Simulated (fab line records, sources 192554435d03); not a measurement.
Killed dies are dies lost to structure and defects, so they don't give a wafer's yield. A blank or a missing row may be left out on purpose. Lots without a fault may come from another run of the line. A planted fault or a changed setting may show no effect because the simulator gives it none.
One fault seen from 2 desks | flow n5_finfet | each desk has only its own numbers; what lay behind them comes last

THE METROLOGY DESK
What the gauges read, lot by lot, whatever tool the lot ran on: means of the sampled wafers that have a number. A lot is out of limits, marked OUT, if its mean lies more than 4 standard deviations from the usual mean; the brackets give that distance. Of its 11 readings 7 are shown: those that lie furthest out on some lot.
Columns: A = cd_nm at N5_BEOL_M2_CD_MEAS_18, usual 18.1 nm; B = DIBL_N at N5_BEOL_M4_RC_MEAS_101, usual 37.3 mV/V; C = DIBL_P at N5_BEOL_M4_RC_MEAS_101, usual 37.4 mV/V; D = IOFF_P at N5_BEOL_M4_RC_MEAS_101, usual 0.25 nA/um; E = ION_N at N5_BEOL_M4_RC_MEAS_101, usual 679 uA/um; F = SS_N at N5_BEOL_M4_RC_MEAS_101, usual 71.8 mV/dec; G = VT_P at N5_BEOL_M4_RC_MEAS_101, usual -248 mV
lot  | first seen here | A    | B    | C    | D    | E   | F    | G
L215 | day 6 12:36     | 18.5 | 39.6 | 38.4 | 0.30 | 686 | 71.8 | -244
L217 | day 7 16:22     | 17.8 | 34.5 | 34.1 | 0.21 | 666 | 71.0 | -248
L219 | day 7 17:00     | 18.1 | 37.6 | 37.3 | 0.26 | 687 | 71.8 | -246
L225 | day 9 04:47     | 18.4 | 35.2 | 36.7 | 0.22 | 680 | 71.9 | -250
L230 | day 10 10:16    | 18.0 | 37.8 | 36.6 | 0.25 | 684 | 71.4 | -247
L231 | day 10 10:40    | 17.8 | 33.7 | 34.2 | 0.20 | 667 | 71.0 | -251
L232 | day 10 23:07    | 18.1 | 37.4 | 38.7 | 0.27 | 690 | 72.0 | -245
L234 | day 11 06:08    | 18.1 | 39.2 | 37.6 | 0.25 | 673 | 72.3 | -249
L236 | day 11 18:16    | 18.2 | 38.7 | 39.5 | 0.26 | 673 | 72.6 | -250
This desk's finding: nothing out of limits on any of the 9 lots.

THE TOOL OWNER'S DESK: rie_diel-04
The tool's own readings at N5_BEOL_M2_ETCH_77 (etches underlayer in N2/H2, target depth 6.5 nm, time 5.2 s): means of the sampled wafers that have a number, for each lot that ran on this tool. A lot is out of limits, marked OUT, if its mean lies more than 4 standard deviations from the usual mean; the brackets give that distance.
Columns: A = drypump_motor_current_A at N5_BEOL_M2_ETCH_77, usual 5.6 A; B = etch_rf_on_time_s at N5_BEOL_M2_ETCH_77, usual 5.20 s; C = oes_product_au at N5_BEOL_M2_ETCH_77, usual 0.65 a.u.; D = rf_vpp_V at N5_BEOL_M2_ETCH_77, usual 523.3 V; E = showerhead_plenum_p_Torr at N5_BEOL_M2_ETCH_77, usual 2.51 Torr; F = throttle_valve_pct at N5_BEOL_M2_ETCH_77, usual 17.91 %
lot  | first seen here | A   | B              | C    | D     | E    | F
L215 | day 6 13:05     | 6.1 | 5.25           | 0.61 | 524.8 | 2.59 | 17.84
L219 | day 7 17:36     | 5.8 | 5.17           | 0.62 | 522.6 | 2.47 | 17.62
L231 | day 10 11:08    | 5.8 | 3.26 (-11) OUT | 0.81 | 523.5 | 2.57 | 18.16
L232 | day 10 23:43    | 5.6 | 3.27 (-11) OUT | 0.82 | 520.0 | 2.44 | 17.96
This desk's finding: out of limits on L231, L232; first on L231, day 10 11:08 (etch_rf_on_time_s at N5_BEOL_M2_ETCH_77). In limits: L215, L219.

PUT TOGETHER
The tool owner's desk could have raised an alarm at day 10 11:08, on L231, L232.
The metrology desk saw nothing out of limits.
The metrology desk has L231, L232 on record, within its limits.
Of the lots named, all ran N5_BEOL_M2_ETCH_77 on rie_diel-04.

WHAT THE SIMULATOR HAD PUT IN
Process parameter drift: rie_diel-04, from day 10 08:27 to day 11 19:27, at N5_BEOL_M2_ETCH_77. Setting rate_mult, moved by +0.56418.
Lots struck among those shown: L231, L232.
Hours from the fault's start to each desk's first reading out of limits: the tool owner's desk, 3.
